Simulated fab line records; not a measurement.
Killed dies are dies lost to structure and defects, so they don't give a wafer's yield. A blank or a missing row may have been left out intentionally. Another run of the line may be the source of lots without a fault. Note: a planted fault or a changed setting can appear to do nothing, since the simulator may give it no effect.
fab line records + flow n5_finfet
record:
- lots: 12
- wafers: 32
- last_day: 18
route steps=1938 shown BEOL_M12@1656 BEOL_M13@1659 PASSIVATION@1936
lots with no fault: from the same line, run without faults
start_h: the number of hours between the record's first day and the start of the first shown wafer of the lot + wait_h: hours since the lot's step before + " as in the row above + L1.1+2: a row that stands for several wafers + - no value, or no start was given + * or withheld: withheld + < > ~ a bound
route shown NAME@n: names a module that has steps shown in the file, with the first one's number in the route + usual: mean/standard deviation taken from wafers without a fault + same: alike in all rows + chamber/n: place in a boat + sites: per-site readings + _std_site: the standard deviation of these + _edge_site: the outer-site mean with the inner-site mean subtracted + radius_mm: how far each site lies from the wafer's centre + mask NAME#n: copy n + behind: the most recent tool/chamber to have shaped the wafer + hold: why the lot was held/for how many hours/how that ended + device: the n, p or np transistor that did not switch + end of line: at the end of the route, the tests of the same wafers + step lacking rows: just its recipe + killed: at the first sort, the dies lost to defects and structure; wafer yield is something else + map: dies across one wafer; x = killed, . = not, _ = none there
set.NAME: the run value of the setting; set.NAME@STEP: its run value at that earlier step + model.NAME: the simulator's own value behind a step, which no gauge read
steps of the route over a sample of lots; a table a step, a row a wafer
services: the hour from which a tool's chamber was out of use, counted from the record's first day as start_h (under 0 if before that day), plus the number of hours and why
== steps ==
step: N5_BEOL_M12_DEP_53
recipe:
- material: SiCN
- target_thk_a: 300
- temp_c: withheld
- precursor: 3MS/NH3
- pressure_torr: 3
- rf_w: 675
- time_s: 10.5
usual:
- showerhead_plenum_p_Torr: 4.17/0.03
- throttle_valve_pct: 18.0/0.68
| lot.wafer | tool     | chamber | start_h | wait_h | showerhead_plenum_p_Torr | throttle_valve_pct |
|-----------|----------|---------|---------|--------|--------------------------|--------------------|
| L212.1    | pecvd-02 | 1       | 232.64  | 0.0    | 4.19                     | 18.8               |
| L212.2    | "        | 0       | "       | "      | 4.19                     | 18.3               |
| L212.3    | "        | 2       | "       | "      | 4.11                     | 18.1               |
| L213.1    | pecvd-01 | 1       | 235.61  | 0.0    | 4.14                     | 17.5               |
| L213.4    | "        | 0       | "       | "      | 4.19                     | 18.1               |
| L213.6    | "        | 1       | "       | "      | 4.16                     | 17.2               |
| L215.5    | pecvd-04 | 1       | 248.36  | 0.0    | 4.16                     | 17.6               |
| L215.6    | "        | 2       | "       | "      | 4.23                     | 17.7               |
| L217.1    | pecvd-04 | 2       | 251.65  | 0.0    | 4.23                     | 17.7               |
| L217.2    | "        | 1       | "       | "      | 4.16                     | 17.6               |
| L217.3    | "        | 0       | "       | "      | 4.19                     | 18.5               |
| L221.3    | pecvd-01 | 0       | 279.30  | 0.0    | 4.19                     | 17.9               |
| L221.4    | "        | 2       | "       | "      | 4.16                     | 16.6               |
| L219.2    | pecvd-01 | 2       | 285.41  | 0.0    | 4.17                     | 16.8               |
| L219.3    | "        | 0       | "       | "      | 4.18                     | 17.8               |
| L220.1    | pecvd-04 | 2       | 292.86  | 0.0    | 4.21                     | 17.5               |
| L220.6    | "        | 2       | "       | "      | 4.23                     | 17.6               |
| L225.2    | pecvd-02 | 1       | 329.63  | 0.0    | 4.20                     | 19.0               |
| L225.3    | "        | 2       | "       | "      | 4.12                     | 18.2               |
| L225.4    | "        | 2       | "       | "      | 4.12                     | 18.2               |
| L229.1    | pecvd-01 | 0       | 352.93  | 0.0    | 4.20                     | 17.9               |
| L229.5    | "        | 1       | "       | "      | 4.15                     | 17.0               |
| L229.6    | "        | 0       | "       | "      | 4.19                     | 18.0               |
| L231.2    | pecvd-01 | 1       | 367.07  | 0.0    | 4.15                     | 17.6               |
| L231.4    | "        | 0       | "       | "      | 4.19                     | 18.1               |
| L231.6    | "        | 2       | "       | "      | 4.17                     | 17.0               |
| L234.1    | pecvd-02 | 1       | 390.35  | 0.0    | 4.20                     | 18.9               |
| L234.4    | "        | 1       | "       | "      | 4.20                     | 18.8               |
| L234.6    | "        | 2       | "       | "      | 4.11                     | 18.6               |
| L235.2    | pecvd-02 | 1       | 404.07  | 0.0    | 4.19                     | 18.9               |
| L235.5    | "        | 2       | "       | "      | 4.13                     | 18.5               |
| L235.6    | "        | 0       | "       | "      | 4.19                     | 18.4               |
step: N5_BEOL_M13_ILD_DEP_00
recipe:
- material: SiOC
- target_thk_a: 8379.2
- temp_c: 350
- precursor: DEMS/O2
- pressure_torr: 5
- rf_w: 500
- time_s: 166.4
usual:
- heater_power_w: 452/64
- showerhead_plenum_p_Torr: 5.697/0.017
- throttle_valve_pct: 11.8/0.46
| lot.wafer | tool     | chamber | start_h | wait_h | heater_power_w | showerhead_plenum_p_Torr | throttle_valve_pct |
|-----------|----------|---------|---------|--------|----------------|--------------------------|--------------------|
| L212.1    | pecvd-01 | 0       | 232.76  | 0.0    | 589            | 5.702                    | 11.6               |
| L212.2    | "        | 1       | "       | "      | 346            | 5.667                    | 11.6               |
| L212.3    | "        | 2       | "       | "      | 404            | 5.676                    | 11.1               |
| L213.1    | pecvd-02 | 2       | 235.73  | 0.0    | 405            | 5.656                    | 11.8               |
| L213.4    | "        | 1       | "       | "      | 406            | 5.714                    | 12.5               |
| L213.6    | "        | 0       | "       | "      | 418            | 5.711                    | 12.0               |
| L215.5    | pecvd-01 | 0       | 248.53  | 0.1    | 488            | 5.716                    | 11.7               |
| L215.6    | "        | 1       | "       | "      | 321            | 5.696                    | 11.6               |
| L217.1    | pecvd-02 | 2       | 251.77  | 0.0    | 395            | 5.669                    | 11.9               |
| L217.2    | "        | 1       | "       | "      | 478            | 5.730                    | 12.4               |
| L217.3    | "        | 0       | "       | "      | 422            | 5.702                    | 12.2               |
| L221.3    | pecvd-01 | 0       | 279.42  | 0.0    | 617            | 5.718                    | 11.9               |
| L221.4    | "        | 2       | "       | "      | 446            | 5.693                    | 11.2               |
| L219.2    | pecvd-02 | 2       | 285.54  | 0.0    | 380            | 5.658                    | 12.0               |
| L219.3    | "        | 0       | "       | "      | 395            | 5.716                    | 12.1               |
| L220.1    | pecvd-02 | 2       | 292.98  | 0.0    | 438            | 5.647                    | 12.1               |
| L220.6    | "        | 0       | "       | "      | 461            | 5.730                    | 12.4               |
| L225.2    | pecvd-01 | 2       | 329.76  | 0.0    | 457            | 5.702                    | 11.2               |
| L225.3    | "        | 1       | "       | "      | 386            | 5.690                    | 11.2               |
| L225.4    | "        | 2       | "       | "      | 490            | 5.693                    | 11.4               |
| L229.1    | pecvd-01 | 2       | 353.06  | 0.0    | 490            | 5.699                    | 11.2               |
| L229.5    | "        | 0       | "       | "      | 602            | 5.725                    | 12.0               |
| L229.6    | "        | 2       | "       | "      | 492            | 5.701                    | 11.0               |
| L231.2    | pecvd-02 | 0       | 367.20  | 0.0    | 471            | 5.712                    | 12.5               |
| L231.4    | "        | 1       | "       | "      | 453            | 5.713                    | 12.4               |
| L231.6    | "        | 0       | "       | "      | 364            | 5.710                    | 12.1               |
| L234.1    | pecvd-01 | 1       | 390.47  | 0.0    | 381            | 5.705                    | 11.5               |
| L234.4    | "        | 0       | "       | "      | 566            | 5.708                    | 11.8               |
| L234.6    | "        | 2       | "       | "      | 400            | 5.692                    | 11.0               |
| L235.2    | pecvd-01 | 1       | 404.20  | 0.0    | 346            | 5.686                    | 11.3               |
| L235.5    | "        | 0       | "       | "      | 589            | 5.710                    | 12.0               |
| L235.6    | "        | 1       | "       | "      | 374            | 5.693                    | 11.5               |
step: N5_BEOL_M13_THK_MEAS_01
recipe:
- reads: SiOC_of_BEOL_M13_ILD_DEP_00
usual:
- M13_ILD_THK: 833/13
| lot.wafer | tool          | chamber | start_h | wait_h | M13_ILD_THK[nm] |
|-----------|---------------|---------|---------|--------|-----------------|
| L212.1    | film_metro-02 | -       | 232.91  | 0.1    | 845             |
| L212.2    | "             | -       | "       | "      | 852             |
| L212.3    | "             | -       | "       | "      | 817             |
| L213.1    | film_metro-01 | -       | 235.88  | 0.1    | 846             |
| L213.4    | "             | -       | "       | "      | 846             |
| L213.6    | "             | -       | "       | "      | 853             |
| L215.5    | film_metro-01 | -       | 248.62  | 0.0    | 844             |
| L215.6    | "             | -       | "       | "      | 842             |
| L217.1    | film_metro-01 | -       | 251.92  | 0.1    | 836             |
| L217.2    | "             | -       | "       | "      | 842             |
| L217.3    | "             | -       | "       | "      | 851             |
| L221.3    | film_metro-02 | -       | 279.58  | 0.1    | 832             |
| L221.4    | "             | -       | "       | "      | 842             |
| L219.2    | film_metro-02 | -       | 285.69  | 0.1    | 822             |
| L219.3    | "             | -       | "       | "      | 840             |
| L220.1    | film_metro-02 | -       | 293.13  | 0.1    | 826             |
| L220.6    | "             | -       | "       | "      | 841             |
| L225.2    | film_metro-01 | -       | 329.91  | 0.1    | 814             |
| L225.3    | "             | -       | "       | "      | 831             |
| L225.4    | "             | -       | "       | "      | 830             |
| L229.1    | film_metro-02 | -       | 353.21  | 0.1    | 815             |
| L229.5    | "             | -       | "       | "      | 827             |
| L229.6    | "             | -       | "       | "      | 817             |
| L231.2    | film_metro-01 | -       | 367.35  | 0.1    | 828             |
| L231.4    | "             | -       | "       | "      | 846             |
| L231.6    | "             | -       | "       | "      | 840             |
| L234.1    | film_metro-02 | -       | 390.62  | 0.1    | 818             |
| L234.4    | "             | -       | "       | "      | 834             |
| L234.6    | "             | -       | "       | "      | 815             |
| L235.2    | film_metro-02 | -       | 404.35  | 0.1    | 840             |
| L235.5    | "             | -       | "       | "      | 842             |
| L235.6    | "             | -       | "       | "      | 852             |
step: N5_BEOL_M13_EXPOSE_07
recipe:
- mask_id: V12
- na: 0.93
- source_shape: conventional
- sigma_outer: 0.6
- polarization: unpolarized
- attpsm_phase_deg: 180
- dose_mj: 24.8
usual:
- exposure_dose_mJ_cm2: 24.777/0.024
same:
- sigma_outer: 0.6
| lot.wafer | tool           | chamber | start_h | wait_h | mask  | exposure_dose_mJ_cm2 |
|-----------|----------------|---------|---------|--------|-------|----------------------|
| L212.1    | krf_scanner-01 | 0       | 233.05  | -      | V12#0 | 24.770               |
| L212.2    | "              | 0       | "       | "      | V12#0 | 24.771               |
| L212.3    | "              | 0       | "       | "      | V12#0 | 24.770               |
| L213.1    | krf_scanner-01 | 0       | 236.01  | -      | V12#0 | 24.767               |
| L213.4    | "              | 0       | "       | "      | V12#0 | 24.811               |
| L213.6    | "              | 0       | "       | "      | V12#0 | 24.739               |
| L215.5    | krf_scanner-01 | 0       | 248.77  | -      | V12#0 | 24.780               |
| L215.6    | "              | 0       | "       | "      | V12#0 | 24.772               |
| L217.1    | krf_scanner-01 | 0       | 252.18  | -      | V12#0 | 24.747               |
| L217.2    | "              | 0       | "       | "      | V12#0 | 24.780               |
| L217.3    | "              | 0       | "       | "      | V12#0 | 24.807               |
| L221.3    | krf_scanner-02 | 0       | 279.84  | -      | V12#0 | 24.795               |
| L221.4    | "              | 0       | "       | "      | V12#0 | 24.813               |
| L219.2    | krf_scanner-01 | 0       | 285.95  | -      | V12#0 | 24.772               |
| L219.3    | "              | 0       | "       | "      | V12#0 | 24.772               |
| L220.1    | krf_scanner-01 | 0       | 293.27  | -      | V12#0 | 24.785               |
| L220.6    | "              | 0       | "       | "      | V12#0 | 24.771               |
| L225.2    | krf_scanner-01 | 0       | 330.05  | -      | V12#0 | 21.369               |
| L225.3    | "              | 0       | "       | "      | V12#0 | 21.357               |
| L225.4    | "              | 0       | "       | "      | V12#0 | 21.359               |
| L229.1    | krf_scanner-01 | 0       | 353.46  | -      | V12#0 | 22.115               |
| L229.5    | "              | 0       | "       | "      | V12#0 | 22.100               |
| L229.6    | "              | 0       | "       | "      | V12#0 | 22.083               |
| L231.2    | krf_scanner-02 | 0       | 367.61  | -      | V12#0 | 24.770               |
| L231.4    | "              | 0       | "       | "      | V12#0 | 24.783               |
| L231.6    | "              | 0       | "       | "      | V12#0 | 24.738               |
| L234.1    | krf_scanner-02 | 0       | 390.76  | -      | V12#0 | 24.819               |
| L234.4    | "              | 0       | "       | "      | V12#0 | 24.821               |
| L234.6    | "              | 0       | "       | "      | V12#0 | 24.773               |
| L235.2    | krf_scanner-02 | 0       | 404.52  | -      | V12#0 | 24.767               |
| L235.5    | "              | 0       | "       | "      | V12#0 | 24.743               |
| L235.6    | "              | 0       | "       | "      | V12#0 | 24.741               |
step: N5_BEOL_M13_CD_MEAS_10
recipe:
- target_cd_nm: 190
- landing_energy_ev: 500
- detector: se_inlens
- polarity: opening
usual:
- cd_nm: 189.4/1.7
| lot.wafer | tool      | chamber | start_h | wait_h | cd_nm |
|-----------|-----------|---------|---------|--------|-------|
| L212.1    | cd_sem-03 | 0       | 233.22  | -      | 187.1 |
| L212.2    | "         | 0       | "       | "      | 185.8 |
| L212.3    | "         | 0       | "       | "      | 188.9 |
| L213.1    | cd_sem-02 | 0       | 236.19  | -      | 189.3 |
| L213.4    | "         | 0       | "       | "      | 189.1 |
| L213.6    | "         | 0       | "       | "      | 188.6 |
| L215.5    | cd_sem-02 | 0       | 248.93  | -      | 187.8 |
| L215.6    | "         | 0       | "       | "      | 186.4 |
| L217.1    | cd_sem-03 | 0       | 252.35  | -      | 193.6 |
| L217.2    | "         | 0       | "       | "      | 191.3 |
| L217.3    | "         | 0       | "       | "      | 191.7 |
| L221.3    | cd_sem-01 | 0       | 280.01  | -      | 188.2 |
| L221.4    | "         | 0       | "       | "      | 188.5 |
| L219.2    | cd_sem-03 | 0       | 286.12  | -      | 192.3 |
| L219.3    | "         | 0       | "       | "      | 188.2 |
| L220.1    | cd_sem-01 | 0       | 293.44  | -      | 187.0 |
| L220.6    | "         | 0       | "       | "      | 191.4 |
| L225.2    | cd_sem-02 | 0       | 330.22  | -      | 174.2 |
| L225.3    | "         | 0       | "       | "      | 177.1 |
| L225.4    | "         | 0       | "       | "      | 177.2 |
| L229.1    | cd_sem-01 | 0       | 353.64  | -      | 178.9 |
| L229.5    | "         | 0       | "       | "      | 176.4 |
| L229.6    | "         | 0       | "       | "      | 178.4 |
| L231.2    | cd_sem-03 | 0       | 367.78  | -      | 189.1 |
| L231.4    | "         | 0       | "       | "      | 190.8 |
| L231.6    | "         | 0       | "       | "      | 190.2 |
| L234.1    | cd_sem-03 | 0       | 390.93  | -      | 186.4 |
| L234.4    | "         | 0       | "       | "      | 186.7 |
| L234.6    | "         | 0       | "       | "      | 190.9 |
| L235.2    | cd_sem-01 | 0       | 404.68  | -      | 186.5 |
| L235.5    | "         | 0       | "       | "      | 191.1 |
| L235.6    | "         | 0       | "       | "      | 189.4 |
step: N5_PASSIVATION_PROBE_49
usual:
- defect_limited_yield: 90.9/1.6
- killed_at_M0_to_M3: 34/10
- killed_at_M4_up: 13/5.4
- killed_at_contacts: 13/6
- killed_at_front_end: 42/13
- killed_at_other: 4/3.2
- killed_dies: 107/18
- killed_open: 69/14
- killed_short: 35/7.7
- sort_bin_4_leakage: 0.02/0.17
- sort_bin_5_function: 5.3/1
- sort_bin_6_memory: 3.3/0.75
- sort_n_pass: 1073/19
- sort_yield_pct: 90.9/1.6
same:
- gross_dies: 1180
- killed_at_back_side: 0
- sort_bin_8_speed[%]: 0
| lot.wafer | tool      | chamber | start_h | wait_h | defect_limited_yield[%] | killed_at_M0_to_M3 | killed_at_M4_up | killed_at_contacts | killed_at_front_end | killed_at_other | killed_dies | killed_open | killed_short | sort_bin_4_leakage[%] | sort_bin_5_function[%] | sort_bin_6_memory[%] | sort_n_pass | sort_yield_pct[%] |
|-----------|-----------|---------|---------|--------|-------------------------|--------------------|-----------------|--------------------|---------------------|-----------------|-------------|-------------|--------------|-----------------------|------------------------|----------------------|-------------|-------------------|
| L219.2    | prober-02 | -       | 315.63  | 0.1    | 90.3                    | 29                 | 8               | 7                  | 69                  | 2               | 115         | 86          | 29           | 0                     | 5.6                    | 4.1                  | 1065        | 90.3              |
| L219.3    | prober-02 | -       | 315.68  | 0.1    | 90.3                    | 45                 | 16              | 15                 | 36                  | 2               | 114         | 69          | 42           | 0                     | 5.8                    | 3.5                  | 1066        | 90.3              |
| L225.3    | prober-01 | -       | 357.51  | 0.1    | 90.6                    | 43                 | 7               | 10                 | 36                  | 15              | 111         | 65          | 36           | 0                     | 6.1                    | 3.0                  | 1069        | 90.6              |
| L231.2    | prober-02 | -       | 420.85  | 0.1    | 90.6                    | 33                 | 16              | 6                  | 55                  | 1               | 111         | 73          | 36           | 0                     | 5.4                    | 3.6                  | 1069        | 90.6              |
| L231.4    | prober-02 | -       | 420.95  | 0.2    | 90.4                    | 41                 | 6               | 26                 | 31                  | 9               | 113         | 70          | 41           | 0                     | 4.9                    | 4.2                  | 1067        | 90.4              |
| L231.6    | prober-02 | -       | 421.05  | 0.3    | 92.9                    | 17                 | 12              | 13                 | 39                  | 3               | 84          | 52          | 30           | 0                     | 3.8                    | 3.2                  | 1096        | 92.9              |
| L234.1    | prober-01 | -       | 424.68  | 0.0    | 89.8                    | 55                 | 17              | 8                  | 38                  | 2               | 120         | 87          | 27           | 0                     | 5.2                    | 4.2                  | 1060        | 89.8              |
| L234.4    | prober-01 | -       | 424.83  | 0.2    | 88.6                    | 43                 | 21              | 13                 | 56                  | 2               | 135         | 78          | 53           | 0                     | 6.9                    | 3.6                  | 1045        | 88.6              |
| L234.6    | prober-01 | -       | 424.93  | 0.3    | 88.7                    | 54                 | 15              | 18                 | 42                  | 4               | 133         | 86          | 38           | 0                     | 6.9                    | 3.6                  | 1047        | 88.7              |
killed by level:class
L219.2 STI_FIN_REVEAL:geometric_particle:open=33 STI_FIN_REVEAL:geometric_particle:short=9 FIN_SAQP:geometric_particle:short=8 FIN_SAQP:geometric_particle:open=7 BEOL_M1:geometric_particle:open=6 BEOL_M0_SAQP:geometric_particle:open=5 BEOL_M0:geometric_particle:open=5 BEOL_M2:geometric_particle:open=5
L219.3 BEOL_M0_SAQP:geometric_particle:short=10 MOL_CONTACT_COAG:geometric_particle:open=10 BEOL_M0_SAQP:geometric_particle:open=9 STI_FIN_REVEAL:geometric_particle:open=8 BEOL_M3:geometric_particle:open=7 BEOL_M4:geometric_particle:open=7 FIN_SAQP:geometric_particle:open=6 BEOL_M0:geometric_particle:short=6
L225.3 BEOL_M2:geometric_particle:open=11 PASSIVATION:area_etch=10 FIN_SAQP:geometric_particle:open=9 BEOL_M0_SAQP:geometric_particle:short=9 MOL_CONTACT_COAG:geometric_particle:open=7 GATE_CUT:geometric_particle:short=5 BEOL_M0_SAQP:geometric_particle:open=5 BEOL_M1:geometric_particle:open=5
L231.2 FIN_SAQP:geometric_particle:short=12 STI_FIN_REVEAL:geometric_particle:open=11 FIN_SAQP:geometric_particle:open=7 BEOL_M1:geometric_particle:open=7 BEOL_M2:geometric_particle:open=7 DUMMY_GATE:geometric_particle:open=6 BEOL_M3:geometric_particle:open=6 MOL_CONTACT_COAG:geometric_particle:open=5
L231.4 MOL_CONTACT_COAG:geometric_particle:open=20 FIN_SAQP:geometric_particle:short=8 STI_FIN_REVEAL:geometric_particle:open=7 BEOL_M0_SAQP:geometric_particle:short=7 BEOL_M2:geometric_particle:open=7 BEOL_M3:geometric_particle:open=7 BEOL_M0_SAQP:geometric_particle:open=6 PAD_METAL:geometric_particle:short=6
L231.6 FIN_SAQP:geometric_particle:open=13 MOL_CONTACT_COAG:geometric_particle:open=10 FIN_SAQP:geometric_particle:short=9 BEOL_M4:geometric_particle:short=7 STI_FIN_REVEAL:geometric_particle:open=4 DUMMY_GATE:geometric_particle:open=4 BEOL_M2:geometric_particle:open=4 MOL_CONTACT_COAG:geometric_particle:short=3
L234.1 BEOL_M2:geometric_particle:open=18 BEOL_M0_SAQP:geometric_particle:open=10 FIN_SAQP:geometric_particle:open=8 BEOL_M4:geometric_particle:open=8 MOL_CONTACT_COAG:geometric_particle:open=7 BEOL_M1:geometric_particle:open=7 STI_FIN_REVEAL:geometric_particle:open=6 BEOL_M0_SAQP:geometric_particle:short=5
L234.4 BEOL_M0_SAQP:geometric_particle:short=13 FIN_SAQP:geometric_particle:open=10 STI_FIN_REVEAL:geometric_particle:open=10 BEOL_M4:geometric_particle:open=10 FIN_SAQP:geometric_particle:short=9 BEOL_M0_SAQP:geometric_particle:open=9 BEOL_M2:geometric_particle:open=9 MOL_CONTACT_COAG:geometric_particle:open=8
L234.6 BEOL_M0_SAQP:geometric_particle:open=15 MOL_CONTACT_COAG:geometric_particle:open=13 BEOL_M0_SAQP:geometric_particle:short=13 BEOL_M4:geometric_particle:open=10 BEOL_M2:geometric_particle:open=9 DUMMY_GATE:geometric_particle:open=7 FIN_SAQP:geometric_particle:open=5 STI_FIN_REVEAL:geometric_particle:open=5
== services ==
| tool           | chamber | start_h | hours | kind           |
|----------------|---------|---------|-------|----------------|
| krf_scanner-02 | -       | 231.76  | 3.6   | pm             |
| pecvd-02       | -       | 239.60  | 1.0   | repair         |
| pecvd-01       | -       | 242.73  | 2.0   | repair         |
| pecvd-01       | 1       | 268.27  | 3.6   | repair         |
| krf_scanner-02 | -       | 269.88  | 1.3   | pm             |
| krf_scanner-01 | -       | 295.11  | 0.8   | pm             |
| krf_scanner-01 | -       | 298.95  | 1.0   | pm             |
| krf_scanner-01 | -       | 311.60  | 0.4   | repair         |
| pecvd-01       | 2       | 314.61  | 4.8   | repair         |
| pecvd-01       | 0       | 326.49  | 2.1   | scheduled_down |
| pecvd-01       | 0       | 335.08  | -     | calibration    |
| pecvd-01       | -       | 337.11  | 14.6  | pm             |
| pecvd-02       | 0       | 346.60  | 2.1   | scheduled_down |
| krf_scanner-02 | -       | 347.36  | 1.0   | pm             |
| pecvd-04       | -       | 350.50  | 5.5   | pm             |
| krf_scanner-02 | -       | 358.89  | 0.7   | repair         |
| pecvd-04       | -       | 359.46  | 1.0   | repair         |
| krf_scanner-02 | -       | 363.26  | 4.0   | pm             |
| pecvd-04       | -       | 370.94  | 11.4  | repair         |
| krf_scanner-02 | -       | 373.05  | 0.8   | pm             |
| krf_scanner-01 | -       | 375.55  | 3.0   | pm             |
| krf_scanner-01 | -       | 378.67  | 1.3   | pm             |
| pecvd-01       | 2       | 381.89  | 5.5   | scheduled_down |
| krf_scanner-01 | -       | 403.90  | 0.8   | repair         |
== key ==
first_sign:
- step: N5_BEOL_M13_EXPOSE_07
- reading: exposure_dose_mJ_cm2
- direction: down
- sigmas: 99+
- usual: 24.777
- struck: 21.730
effect:
- step: N5_BEOL_M13_CD_MEAS_10
- reading: cd_nm
- direction: down
- sigmas: 7.5
- usual: 189.4
- struck: 177.0
- through: control_loop
met_at N5_BEOL_M13_EXPOSE_07
struck_lots L225,L229
loop_trim:
- step: N5_BEOL_M13_EXPOSE_07
- setting: dose
- lots: L229
baseline_loss:
- step: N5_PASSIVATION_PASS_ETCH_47
- wafers: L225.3
not_acting_at N5_BEOL_M12_DEP_53,N5_BEOL_M13_ILD_DEP_00,N5_BEOL_M13_THK_MEAS_01
onset_between 293.27 330.05
fault:
- kind: process_parameter_drift
- tool: krf_scanner-01
- chamber: -
- onset_h: 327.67
- steps: N5_BEOL_M13_EXPOSE_07
- channel: dose_mj
- offset: -3.3968
- shape: step
- acts_in: these_recipes_only
- stated: 24.8
loop_trim: a control loop set the setting to another value than it would have without faults
baseline_loss: these wafers lose ten dies or more at that step, a loss of the line's own and not of a fault; the sort's usual values leave them out
